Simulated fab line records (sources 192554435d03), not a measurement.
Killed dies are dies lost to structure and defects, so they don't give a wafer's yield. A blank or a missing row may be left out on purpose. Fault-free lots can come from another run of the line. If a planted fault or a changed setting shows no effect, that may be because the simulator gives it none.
One fault through the eyes of 2 desks | flow n5 finfet | each desk holds nothing but its own numbers, with what lay behind them at the end

## FOR THE TOOL OWNER'S DESK: pecvd-02
The tool's own readings at N5_BEOL_M4_PECVD_72 (deposits SiO2 from TEOS/O2, target thk 16 nm, time 18 s): means of the sampled wafers that have a number, for each lot that ran on this tool. If a lot's mean is further than 4 standard deviations from the usual mean, the lot is out of limits and carries the mark OUT (the distance appears in the brackets).
Columns: A = heater power w at N5_BEOL_M4_PECVD_72, usual 755 W; B = rf fwd power W at N5_BEOL_M4_PECVD_72, usual 445.0 W; C = showerhead plenum p Torr at N5_BEOL_M4_PECVD_72, usual 8.84 Torr; D = susceptor temp C at N5_BEOL_M4_PECVD_72, usual 400.02 C; E = throttle valve pct at N5_BEOL_M4_PECVD_72, usual 22.4 %
lot  | first seen here | A   | B     | C    | D                | E
L413 | day 8 13:38     | 730 | 443.7 | 8.87 | 399.93           | 23.3
L414 | day 9 07:07     | 696 | 443.9 | 8.88 | 400.06           | 23.6
L415 | day 9 11:49     | 550 | 447.5 | 8.66 | 381.44 (-84) OUT | 22.3
L418 | day 10 01:32    | 594 | 444.9 | 8.78 | 381.25 (-85) OUT | 22.8
L420 | day 10 20:59    | 537 | 444.7 | 8.87 | 381.40 (-85) OUT | 22.9
L429 | day 13 02:04    | 644 | 444.4 | 8.80 | 400.06           | 23.1
L430 | day 13 08:11    | 602 | 444.2 | 8.73 | 399.96           | 23.0
L431 | day 14 09:41    | 665 | 445.4 | 8.77 | 400.21           | 22.8
Finding of this desk: L415, L418, L420 out of limits; the first was L415 at day 9 11:49, on susceptor temp C at N5_BEOL_M4_PECVD_72. In limits: L413, L414, L429, L430, L431.

## FROM THE METROLOGY DESK
Means of the sampled wafers that have a number, per lot and without regard to the tool the lot ran on: this is what the gauges read. If a lot's mean is further than 4 standard deviations from the usual mean, the lot is out of limits and carries the mark OUT (the distance appears in the brackets). 7 of its 10 readings are shown, namely those furthest out on some lot.
Columns: A = DIBL_N at N5_BEOL_M4_RC_MEAS_101, usual 37.4 mV/V; B = DIBL_P at N5_BEOL_M4_RC_MEAS_101, usual 37.8 mV/V; C = IOFF_N at N5_BEOL_M4_RC_MEAS_101, usual 0.19 nA/um; D = IOFF_P at N5_BEOL_M4_RC_MEAS_101, usual 0.24 nA/um; E = SS_P at N5_BEOL_M4_RC_MEAS_101, usual 73.6 mV/dec; F = VT_N at N5_BEOL_M4_RC_MEAS_101, usual 247 mV; G = VT_P at N5_BEOL_M4_RC_MEAS_101, usual -248 mV
lot  | first seen here | A    | B    | C    | D    | E    | F   | G
L408 | day 7 13:59     | 36.2 | 37.3 | 0.19 | 0.23 | 74.0 | 249 | -249
L413 | day 8 23:06     | 36.1 | 36.8 | 0.17 | 0.24 | 73.5 | 246 | -247
L414 | day 9 20:37     | 35.9 | 37.0 | 0.16 | 0.21 | 73.5 | 248 | -248
L415 | day 9 23:55     | 37.8 | 38.4 | 0.19 | 0.21 | 74.0 | 246 | -254
L418 | day 10 15:50    | 39.3 | 39.9 | 0.22 | 0.28 | 74.0 | 247 | -244
L420 | day 11 05:55    | 40.4 | 42.0 | 0.24 | 0.31 | 74.5 | 245 | -246
L429 | day 13 11:37    | 33.4 | 33.8 | 0.13 | 0.18 | 72.3 | 251 | -251
L430 | day 14 03:58    | 35.6 | 36.6 | 0.15 | 0.21 | 73.0 | 250 | -251
L431 | day 14 18:05    | 34.1 | 34.9 | 0.14 | 0.22 | 73.1 | 252 | -247
This desk's verdict: no lot among the 9 shows anything out of limits.

## TAKEN TOGETHER
The tool owner's desk had the chance to raise an alarm at day 9 11:49 on L415, L418, L420.
From the metrology desk's view, nothing was out of limits.
The metrology desk has L415, L418, L420 on record, within its limits.
Of the lots named, all ran N5_BEOL_M4_PECVD_72 on pecvd-02.

## WHAT THE SIMULATOR HAD INSERTED
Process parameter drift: pecvd-02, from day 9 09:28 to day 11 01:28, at N5_BEOL_M4_PECVD_72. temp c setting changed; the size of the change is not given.
Shown lots that were struck: L415, L418, L420.
Hours from the fault's start to each desk's first reading out of limits: the tool owner's desk, 2.
